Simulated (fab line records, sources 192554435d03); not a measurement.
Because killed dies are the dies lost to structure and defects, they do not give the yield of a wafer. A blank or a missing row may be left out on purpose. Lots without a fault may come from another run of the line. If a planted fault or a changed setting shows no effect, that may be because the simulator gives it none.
Which tool was responsible? ; flow n5 finfet ; 27 wafers from 9 lots sampled at 7 of the route's 1938 steps

== WHAT EACH GAUGE READ, for each wafer ==
N5_BEOL_M1_THK_MEAS_53: measures by xrf.
lot;measured;on;M1_THK (nm)
L213;day 6 10:01;film metro-01;42.3 42.1 43.7
L218;day 7 14:47;film metro-02;37.7 39.6 39.0
L223;day 9 01:55;film metro-01;39.1 42.7 41.2
L226;day 9 23:31;film metro-01;38.6 42.2 38.4
L227;day 10 02:28;film metro-01;38.8 41.5 41.9
L225;day 10 02:42;film metro-02;41.7 38.9 42.1
L228;day 10 05:32;film metro-01;39.6 166.7 43.0
L229;day 10 07:55;film metro-02;38.7 44.5 41.0
L236;day 12 03:27;film metro-01;40.6 40.7 40.4

N5_BEOL_M1_INSPECT_59: inspects for defects (darkfield).
lot;measured;on;raw defect count
L213;day 6 10:24;defect inspect-02;53 110 105
L218;day 7 15:04;defect inspect-02;56 58 50
L223;day 9 02:12;defect inspect-01;39 37 71
L226;day 9 23:51;defect inspect-02;96 56 45
L227;day 10 02:46;defect inspect-02;58 87 78
L225;day 10 03:01;defect inspect-02;85 96 102
L228;day 10 05:52;defect inspect-02;62 1569 45
L229;day 10 08:13;defect inspect-01;69 118 84
L236;day 12 03:44;defect inspect-01;57 74 54

N5_BEOL_M4_RC_MEAS_101.
lot;measured;on;DIBL_N (mV/V);DIBL_P (mV/V);IOFF_N (nA/um);IOFF_P (nA/um);ION_N (uA/um);ION_P (uA/um);SS_N (mV/dec);SS_P (mV/dec);VT_N (mV);VT_P (mV)
L213;day 8 02:03;prober-01;38.1 35.5 38.4;37.9 34.4 37.7;0.19 0.13 0.19;0.25 0.20 0.25;676 668 679;471 460 465;71.6 71.4 72.1;73.4 72.3 73.3;248 254 250;-247 -250 -248
L218;day 9 00:59;prober-01;40.9 38.7 39.4;38.9 35.7 37.6;0.24 0.19 0.19;0.29 0.22 0.25;696 677 678;474 460 463;72.2 71.5 71.9;73.9 72.8 73.9;242 246 248;-246 -248 -248
L223;day 10 10:13;prober-01;36.6 34.3 34.6;38.5 37.1 35.9;0.17 0.14 0.14;0.20 0.18 0.17;685 676 675;461 461 456;71.6 70.7 71.0;74.0 73.0 72.0;249 254 251;-254 -251 -255
L226;day 11 02:40;prober-01;36.4 37.9 37.2;36.6 37.9 36.3;0.16 0.20 0.18;0.24 0.28 0.24;687 696 676;478 480 460;71.4 71.8 71.7;72.7 73.4 73.3;245 245 248;-246 -246 -246
L227;day 11 06:06;prober-02;38.3 37.2 37.1;39.1 36.0 35.7;0.22 0.18 0.19;0.28 0.21 0.21;692 667 663;470 453 458;72.2 73.5 72.6;73.0 73.0 73.1;246 251 248;-246 -252 -251
L225;day 11 07:41;prober-01;39.4 37.2 39.0;41.0 37.9 41.0;0.24 0.19 0.24;0.35 0.27 0.34;692 693 710;477 473 485;72.1 71.9 73.3;74.1 74.3 74.0;243 245 242;-243 -247 -242
L228;day 11 16:00;prober-02;34.2 39.3;33.6 41.4;0.12 0.20;0.17 0.28;650 679;453 460;71.5 72.3;72.0 74.5;253 250;-255 -245
L229;day 11 21:11;prober-01;40.2 37.6 39.0;42.0 39.5 39.6;0.26 0.20 0.22;0.30 0.26 0.25;697 687 681;471 465 455;73.5 72.0 72.6;74.6 74.1 74.0;244 246 246;-245 -248 -247
L236;day 13 09:58;prober-02;36.4 36.8 37.0;36.7 36.7 37.2;0.17 0.17 0.18;0.21 0.22 0.23;672 671 675;459 454 460;71.2 72.2 71.9;73.0 73.5 73.8;248 248 247;-252 -250 -250

== WHICH TOOL RAN EACH LOT (tool, then ch and the chambers of the sampled wafers, then the start) ==
lot;N5_BEOL_M1_ANNEAL_89;N5_BEOL_M1_SPUTTER_92;N5_BEOL_M1_CMP_52;N5_BEOL_M1_PRE_CLEAN_60
L213;pvd sputter-02, day 6 08:25;pvd sputter-02, day 6 08:47;cmp-03 ch 0,1, day 6 09:44;cvd co-01 ch 1,2, day 6 10:05
L218;pvd sputter-01, day 7 13:11;pvd sputter-01, day 7 13:33;cmp-03 ch 0,2, day 7 14:29;cvd co-01 ch 1,2, day 7 14:49
L223;pvd sputter-03, day 9 00:19;pvd sputter-03, day 9 00:40;cmp-03 ch 2,3, day 9 01:37;cvd co-01 ch 1,2, day 9 01:57
L226;pvd sputter-02, day 9 21:55;pvd sputter-02, day 9 22:17;cmp-04 ch 0,3, day 9 23:15;cvd co-02 ch 0,1,2, day 9 23:33
L227;pvd sputter-02, day 10 00:53;pvd sputter-02, day 10 01:14;cmp-03 ch 0,2,3, day 10 02:10;cvd co-01 ch 1,2, day 10 02:31
L225;pvd sputter-03, day 10 01:01;pvd sputter-03, day 10 01:22;cmp-03 ch 0,1,2, day 10 02:24;cvd co-01 ch 0,1, day 10 02:44
L228;pvd sputter-02, day 10 03:43;pvd sputter-02, day 10 04:04;cmp-03 ch 0,1,3, day 10 05:19;cvd co-02 ch 1,2, day 10 05:35
L229;pvd sputter-03, day 10 06:20;pvd sputter-03, day 10 06:41;cmp-02 ch 1,2, day 10 07:37;cvd co-01 ch 1,2, day 10 07:58
L236;pvd sputter-01, day 12 01:37;pvd sputter-01, day 12 01:59;cmp-04 ch 1,2,3, day 12 03:14;cvd co-02 ch 0,1, day 12 03:29
- N5_BEOL_M1_ANNEAL_89: time 240 s.
- N5_BEOL_M1_SPUTTER_92: material Cu, target thk 4.5 nm, time 8.29 s.
- N5_BEOL_M1_CMP_52: polishes, stops on SiOC, t overpolish 6.8 s, target thk 40 nm.
- N5_BEOL_M1_PRE_CLEAN_60: time 15 s.

== WHAT THE TOOLS THEMSELVES READ (means of the sampled wafers that have a number; where no wafer has one, the mark that the record gives instead) ==
N5_BEOL_M1_ANNEAL_89.
lot;tool;heater power w (W)
L213;pvd sputter-02;918
L218;pvd sputter-01;843
L223;pvd sputter-03;797
L226;pvd sputter-02;937
L227;pvd sputter-02;901
L225;pvd sputter-03;885
L228;pvd sputter-02;870
L229;pvd sputter-03;849
L236;pvd sputter-01;796

N5_BEOL_M1_SPUTTER_92.
lot;tool;throttle valve pct (%)
L213;pvd sputter-02;30.7
L218;pvd sputter-01;29.1
L223;pvd sputter-03;29.8
L226;pvd sputter-02;29.9
L227;pvd sputter-02;31.4
L225;pvd sputter-03;30.3
L228;pvd sputter-02;32.1
L229;pvd sputter-03;30.6
L236;pvd sputter-01;29.5

N5_BEOL_M1_CMP_52.
lot;tool;barrier field endpoint s (s);motor current A (A);overpolish run s (s);time to endpoint s (s)
L213;cmp-03;25.3;5.9;6.814;61.9
L218;cmp-03;25.3;5.9;6.791;61.5
L223;cmp-03;25.0;6.4;6.803;61.6
L226;cmp-04;25.6;5.8;6.791;67.9
L227;cmp-03;24.5;6.0;6.797;64.3
L225;cmp-03;24.8;6.1;6.810;61.8
L228;cmp-03;31.0;6.4;4.552;69.9
L229;cmp-02;25.3;5.8;6.813;63.6
L236;cmp-04;25.1;5.7;6.793;64.8

N5_BEOL_M1_PRE_CLEAN_60.
lot;tool;heater power w (W);rf fwd power W (W)
L213;cvd co-01;58;296.5
L218;cvd co-01;58;295.9
L223;cvd co-01;71;297.3
L226;cvd co-02;89;297.3
L227;cvd co-01;59;297.4
L225;cvd co-01;81;294.8
L228;cvd co-02;99;296.3
L229;cvd co-01;70;296.4
L236;cvd co-02;80;296.5

== THE ANSWER, worked out from the rows above alone ==
Rule: usual is defined by the lots themselves. The widest of any qualifying gaps counts: lots, ordered by their means at a reading, are off when they make up no more than a third of the lots, leave a main group of 4 or more, and stand apart from it by 3 or more times the standard deviation of that group's means. A main group whose means are all the same, to the digits that the tables above print for the reading, isn't used. Also off: a lot with no number at a reading for which 4 or more lots have one. Where the step has rows for the other lots, those lots are counted as sound. Order of review: gauges by route order, followed by the tools' own readings, for which a lot's mean as printed above is used. The first step at which some lot is off is used, and at that step the reading that is off furthest; a lot without a number counts as furthest.
Off: L228, seen at N5_BEOL_M1_THK_MEAS_53 (M1_THK). The main group: mean 40.7 nm, standard deviation 1.1.
If a tool, at a process step before that reading, ran all the lots that are off and no sound lot after the first of them, it fits. The gauges at N5_BEOL_M1_THK_MEAS_53 aren't tried: what is off there is off at N5_BEOL_M1_INSPECT_59 too, on other tools, and a gauge's error can't cause that. Can't be told from this: 2 tools fit, pvd sputter-02 at N5_BEOL_M1_ANNEAL_89 and N5_BEOL_M1_SPUTTER_92, cmp-03 at N5_BEOL_M1_CMP_52.

== WHAT HAD BEEN PUT IN BY THE SIMULATOR ==
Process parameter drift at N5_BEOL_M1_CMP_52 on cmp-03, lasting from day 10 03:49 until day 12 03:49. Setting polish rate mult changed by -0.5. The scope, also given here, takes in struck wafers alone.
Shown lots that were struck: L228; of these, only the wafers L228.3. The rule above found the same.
